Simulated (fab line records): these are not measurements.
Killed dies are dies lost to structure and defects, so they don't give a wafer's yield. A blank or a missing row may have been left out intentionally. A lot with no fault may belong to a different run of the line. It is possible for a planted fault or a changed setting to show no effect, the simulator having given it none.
Split-lot trial | flow n5 finfet | 21 wafers read across 7 lots, on a route 1938 steps long

## THE SPLIT ITSELF
At N5_DUMMY_GATE_HM_DEP_06 (deposits SiNx from DCS/NH3, target thk 80 nm, time 5141 s), the setting time s was moved away from the recipe's 5141 s on 12 of the 21 wafers read, by -14.6% to +13.6%. The other wafers ran this setting at the recipe's value.

The reading is taken at the split's own step.

## THE READING
SiNx_of_DUMMY_GATE_HM_DEP_06.thk nm (the simulator's own value, which no gauge read), in nm, at N5_DUMMY_GATE_HM_DEP_06 (deposits SiNx from DCS/NH3, target thk 80 nm, time 5141 s). No usual value for it is given in the file. Across the 9 wafers here that went through the recipe, the average is 79.4 nm and the standard deviation 0.5 nm.

wafer  | tool, chamber at the split | time s as run, s | against the recipe | SiNx_of_DUMMY_GATE_HM_DEP_06.thk nm, nm | against lot-mates on the recipe
L077.1 | -, -                       | 5842             | +13.6%             | 89                                      | no lot-mate on the recipe
L077.3 | -, -                       | 5842             | +13.6%             | 90.2                                    | no lot-mate on the recipe
L077.4 | -, -                       | 5842             | +13.6%             | 90                                      | no lot-mate on the recipe
L078.1 | -, -                       | 5829             | +13.4%             | 90.2                                    | no lot-mate on the recipe
L078.2 | -, -                       | 5829             | +13.4%             | 90.4                                    | no lot-mate on the recipe
L078.4 | -, -                       | 5829             | +13.4%             | 90.4                                    | no lot-mate on the recipe
L079.1 | -, -                       | 4389             | -14.6%             | 68.2                                    | no lot-mate on the recipe
L079.2 | -, -                       | 4389             | -14.6%             | 68.8                                    | no lot-mate on the recipe
L079.6 | -, -                       | 4389             | -14.6%             | 68.4                                    | no lot-mate on the recipe
L082.2 | lpcvd-02, 1/95             | 5141             | recipe             | 79.6                                    | -
L082.4 | lpcvd-02, 1/104            | 5141             | recipe             | 79.2                                    | -
L082.5 | lpcvd-02, 1/109            | 5141             | recipe             | 79                                      | -
L083.1 | -, -                       | 5141             | recipe             | 79                                      | -
L083.6 | -, -                       | 5141             | recipe             | 79                                      | -
L083.2 | -, -                       | 5141             | recipe             | 78.8                                    | -
L087.1 | -, -                       | 4764             | -7.3%              | 74.6                                    | no lot-mate on the recipe
L087.2 | -, -                       | 4764             | -7.3%              | 73.8                                    | no lot-mate on the recipe
L087.4 | -, -                       | 4764             | -7.3%              | 73.8                                    | no lot-mate on the recipe
L089.1 | -, -                       | 5141             | recipe             | 79.6                                    | -
L089.2 | -, -                       | 5141             | recipe             | 80.2                                    | -
L089.4 | -, -                       | 5141             | recipe             | 80.2                                    | -

FIT RESULTS
A straight line over all 21 wafers: SiNx_of_DUMMY_GATE_HM_DEP_06.thk nm changes by +0.767 nm for each +1% of time s; r = +1.00; the points scatter about the line by 0.52 nm.
Too few moved wafers have a lot-mate on the recipe to fit a line with each lot's own level taken away.

## THE FILE'S OWN FIT
SiNx_of_DUMMY_GATE_HM_DEP_06.thk nm changes by +0.767 nm for each +1% of time s, r = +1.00.
